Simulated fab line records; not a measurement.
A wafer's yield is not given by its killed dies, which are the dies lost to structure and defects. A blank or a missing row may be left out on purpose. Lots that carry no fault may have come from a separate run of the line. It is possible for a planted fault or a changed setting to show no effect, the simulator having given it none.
Chamber matching / flow n5-finfet / N5_BEOL_M0_SAQP_ALD_48 on ald-sin-02 has 4 sister chambers
The step deposits SiO2, target thk 20 nm, pulse time 1 s, co reactant pulse time 1 s. 4 wafers are shown with their chamber, then 7 later ones without.

== WAFERS, EACH WITH ITS CHAMBER ==
wafer=L089.1; chamber=1; heater-power-w (W)=90
wafer=L089.2; chamber=2; heater-power-w (W)=82
wafer=L092.1; chamber=3; heater-power-w (W)=75
wafer=L092.2; chamber=0; heater-power-w (W)=83

== WAFERS WHOSE CHAMBER IS MISSING ==
wafer=L092.3; heater-power-w (W)=89
wafer=L095.1; heater-power-w (W)=83
wafer=L095.5; heater-power-w (W)=85
wafer=L095.6; heater-power-w (W)=79
wafer=L096.3; heater-power-w (W)=83
wafer=L096.4; heater-power-w (W)=78
wafer=L096.5; heater-power-w (W)=78

== WHICH CHAMBER EACH WENT THROUGH ==
wafer=L092.3; from the rows above=1; in truth=1
wafer=L095.1; from the rows above=can't be placed: 0 or 2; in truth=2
wafer=L095.5; from the rows above=can't be placed: 0 or 2 or 1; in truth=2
wafer=L095.6; from the rows above=can't be placed: 2 or 0 or 3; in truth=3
wafer=L096.3; from the rows above=can't be placed: 0 or 2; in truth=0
wafer=L096.4; from the rows above=can't be placed: 3 or 2 or 0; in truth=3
wafer=L096.5; from the rows above=can't be placed: 3 or 2 or 0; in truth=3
1 of 7 placed correctly. Unplaceable from these rows: 6, with the true chamber sitting among the candidates in 6. Wrongly placed: 0.
How it was worked out, from the rows above alone: a wafer's distance from a chamber is the root of the sum, over the readings, of the square of ((its reading less the chamber's mean) divided by the reading's scatter). If the next closest chamber is less than 2 further off than the closest, the wafer can't be placed; otherwise it belongs to the closest. Each chamber's mean is taken over the wafers shown for it. The scatter (one wafer shown for each chamber): square how far every hidden wafer sits from the nearest shown wafer, average those squares and take the square root.
